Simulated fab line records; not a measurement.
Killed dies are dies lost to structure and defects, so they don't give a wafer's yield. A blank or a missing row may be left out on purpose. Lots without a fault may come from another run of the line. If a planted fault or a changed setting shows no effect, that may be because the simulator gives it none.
Struck lot and sound lot, side by side :: flow nand harc :: 13 out of 1159 route steps
Sound: wafers L857.2, L857.3, L857.4. Wafers struck: L865.2, L865.3, L865.5. The cause comes at the end.
At each step with rows: each side's tool, then ch and its chambers, then its first start. Under that, the readings that differ: sound wafers :: struck wafers :: difference of the means :: sigmas: that difference in standard deviations of wafers without a fault.
alike: same words and numbers on both sides, and readings whose means sit less than 2 such deviations apart. not compared: any withheld reading, any reading some wafer has no value for, any bound like >300 that may hide the same value, and any number with overlapping values for which the record gives no deviation.
The two part at a step that has a row with sigmas, a row that says differs or no value, or rows on one side only. Numbers that don't overlap but have no deviation are shown without sigmas and don't part them. A reading missing from all wafers of one side parts the sides only when that side holds two or more wafers.

first, 1 step without rows for these wafers: NHARC_A_SLIT_SRD_20.
NHARC_A_SLIT_CD_MEAS_21:
  struck on cd sem-03, day 17 10:15; sound on cd sem-02, day 15 20:34
  alike: cd nm
then, 3 steps without rows for these wafers: NHARC_A_SIN_REMOVE_WET_00 (chemistry H3PO4, time 15300 s); NHARC_A_SIN_REMOVE_PRECLEAN_01 (cleans in SC1); NHARC_A_SIN_REMOVE_SRD_02.
NHARC_A_SIN_REMOVE_INSPECT_04:
  struck on defect inspect-02, day 17 17:43; sound on defect inspect-01, day 16 02:35
  alike: raw defect count
NHARC_A_WL_FILL_ALD_00: deposits Al2O3, target thk 3 nm, pulse time 3 s, ald cycles 30.
  sound on ald hk-02 ch 0,2,3, day 16 02:39; struck on ald hk-03 ch 0,1, day 17 17:56
  alike: heater power w, precursor pulse height rel
NHARC_A_WL_FILL_RTA_01: time 5 s.
  sound on rtp anneal-02 ch 0, day 16 02:56; struck on rtp anneal-02 ch 0, day 17 18:19
  alike: lamp power pct, wafer_temp_C_max
NHARC_A_WL_FILL_ALD_02: deposits TiN, target thk 2 nm, pulse time 3 s, ald cycles 100.
  sound on ald metal-03 ch 0,2,3, day 16 03:08; struck on ald metal-02 ch 0,2,3, day 17 18:34
  alike: heater power w, precursor pulse height rel
NHARC_A_WL_FILL_CVD_03: deposits W, target thk 40 nm, time 3302 s.
  sound on cvd w-02 ch 0,1, day 16 03:34; struck on cvd w-01 ch 0,1, day 17 22:07
reading: throttle valve pct (%)
sound: 8.54 7.96 8.19
struck: 7.84 7.75 7.72
difference: -0.46
sigmas: -3
  alike: chamber pressure Torr, heater power w, mfc wf6 sccm
NHARC_A_WL_FILL_ETCHBACK_04: etches the open film in NF3, target depth 60 nm, time 120 s.
  sound on rie metal-01 ch 0,1, day 16 06:55; struck on rie metal-03 ch 0, day 18 00:57
reading: run length s (s)
sound: 141.1 141.0 141.8
struck: 145.9 146.6 146.1
difference: +4.9
sigmas: +12
  alike: drypump motor current A, oes product au
  not compared: rf hours counter h
NHARC_A_WL_FILL_ETCHBACK_05: etches the open film in Cl2/BCl3, target depth 22 nm, time 60 s.
  sound on rie metal-01 ch 0,1, day 16 07:07; struck on rie metal-03 ch 0,1, day 18 01:11
  alike: drypump motor current A, oes product au, run length s
  not compared: rf hours counter h
-- the record jumps here: 4 days lie between the struck wafers' starts before and after (it left off in module A_WL_FILL and takes up again in module END, whose first step shown is number 1159 of the route) --
NHARC_END_SORT_01:
  sound on prober-01 ch 0, day 21 10:58; struck on prober-02 ch 0, day 22 10:44
reading: killed at periphery
sound: 2 0 2
struck: 9 5 5
difference: +5
sigmas: +2
  alike: killed at array, killed at other, killed dies, killed open, killed short

WHERE THEY PART
At NHARC_A_WL_FILL_CVD_03 first; at NHARC_END_SORT_01 last (within this record only).

WHY: what the simulator had put in
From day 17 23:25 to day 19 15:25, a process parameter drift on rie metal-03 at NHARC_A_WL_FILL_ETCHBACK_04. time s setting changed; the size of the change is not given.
